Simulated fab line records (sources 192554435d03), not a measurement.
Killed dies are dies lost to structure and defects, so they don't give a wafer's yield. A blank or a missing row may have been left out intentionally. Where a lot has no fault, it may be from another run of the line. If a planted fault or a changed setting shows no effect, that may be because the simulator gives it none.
Lot-split experiment | flow n5-finfet | 21 wafers read from 7 lots, route of 1938 steps

== ON THE SPLIT ==
At N5_MOL_CONTACT_COAG_EXPOSE_37 (exposes mask VD, defocus 0 nm), the setting dose-mj was moved away from the recipe's 62 on 4 of the 21 wafers read, by -6.1% to -4.4%. For the rest of the wafers, this setting stayed at what the recipe calls for.

== FROM THE SPLIT TO THE READING: what the file shows between them, 5 steps ==
- N5_MOL_CONTACT_COAG_ALD_133: deposits SiO2, target thk 5 nm, pulse time 1 s, co reactant pulse time 1 s (also split here: temp-c)
- N5_MOL_CONTACT_COAG_ETCHBACK_134: etches SiO2 in CHF3, target depth 10 nm, time 6.7 s
- N5_MOL_CONTACT_COAG_ETCH_67: etches SOC in N2/H2, target depth 60 nm, overetch 21 nm, time 101.2 s
- N5_MOL_CONTACT_COAG_PRECLEAN_138: cleans in alkaline clean, time 60 s
- N5_MOL_CONTACT_COAG_SRD_139: time 30 s

== THE READING ==
Shown in nm: cd-nm at N5_MOL_CONTACT_COAG_CD_MEAS_101, with target cd 16 nm. A value of 15.9 nm with a standard deviation of 0.31 nm is what fault-free wafers of this fab line usually give.

wafer  | tool, chamber at the split | dose-mj as run | against the recipe | cd-nm, nm | against lot-mates on the recipe
L075.1 | euv-scanner-01, 0          | 62             | recipe             | 16.1      | -
L075.3 | euv-scanner-01, 0          | 59.27          | -4.4%              | 15.6      | -0.5
L075.6 | euv-scanner-01, 0          | 59.27          | -4.4%              | 15.6      | -0.5
L077.1 | euv-scanner-02, 0          | 58.22          | -6.1%              | 14.3      | -1.5
L077.2 | euv-scanner-02, 0          | 58.22          | -6.1%              | 14.5      | -1.3
L077.5 | euv-scanner-02, 0          | 62             | recipe             | 15.8      | -
L078.2 | euv-scanner-02, 0          | 62             | recipe             | 16.0      | -
L078.3 | euv-scanner-02, 0          | 62             | recipe             | 15.9      | -
L078.4 | euv-scanner-02, 0          | 62             | recipe             | 15.8      | -
L081.2 | euv-scanner-01, 0          | 62             | recipe             | 16.0      | -
L081.3 | euv-scanner-01, 0          | 62             | recipe             | 15.9      | -
L081.5 | euv-scanner-01, 0          | 62             | recipe             | 15.8      | -
L090.4 | euv-scanner-01, 0          | 62             | recipe             | 16.4      | -
L090.5 | euv-scanner-01, 0          | 62             | recipe             | 16.0      | -
L090.6 | euv-scanner-01, 0          | 62             | recipe             | 16.1      | -
L091.2 | euv-scanner-01, 0          | 62             | recipe             | 16.0      | -
L091.5 | euv-scanner-01, 0          | 62             | recipe             | 15.9      | -
L091.6 | euv-scanner-01, 0          | 62             | recipe             | 16.2      | -
L092.2 | euv-scanner-02, 0          | 62             | recipe             | 16.0      | -
L092.3 | euv-scanner-02, 0          | 62             | recipe             | 15.9      | -
L092.6 | euv-scanner-02, 0          | 62             | recipe             | 15.5      | -

THE FIT
A straight line over all 21 wafers: cd-nm changes by +0.199 nm for each +1% of dose-mj; r = +0.85; the points scatter about the line by 0.27 nm.
The same after taking each lot's own level away (the mean of its wafers on the recipe; 21 wafers): +0.192 nm for each +1%; r = +0.91; scatter 0.19 nm.
On that fit, the largest move of dose-mj shifts the reading by 1.2 nm.
The lots' own levels span 15.80 to 16.17 nm, that is 1.2 times the standard deviation above.
The two slopes are in agreement: the lot-to-lot level therefore moves the slope only a little.
Check: for one of the wafers moved furthest among these (-6.1%), held out of the fit, the line's prediction against its lot-mates is -0.991 nm. It came out at -1.5 nm against them.

== FURTHER SPLITS ON THESE WAFERS ==
Before the reading, these wafers also passed through other splits. Each is held against what the fit with the lots' levels taken away leaves over:
other split on the same wafers       | wafers away from the commonest value | r with cd-nm (lot level and that fit taken away)
N5_SDB_COAT_05 spin-rpm              | 7                                    | -0.01
N5_SDB_ETCH_18 source-w              | 5                                    | -0.01
N5_HKMG_FIN_PEB_10 peb-time-s        | 6                                    | -0.22
N5_HKMG_FIN_ETCH_35 source-w         | 11                                   | -0.06
N5_MOL_CONTACT_COAG_COAT_76 spin-rpm | 6                                    | +0.38
N5_MOL_CONTACT_COAG_ALD_133 temp-c   | 6                                    | -0.25

== THE FILE'S OWN FIT ==
cd-nm changes by +0.197 nm for each +1% of dose-mj, r = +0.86.
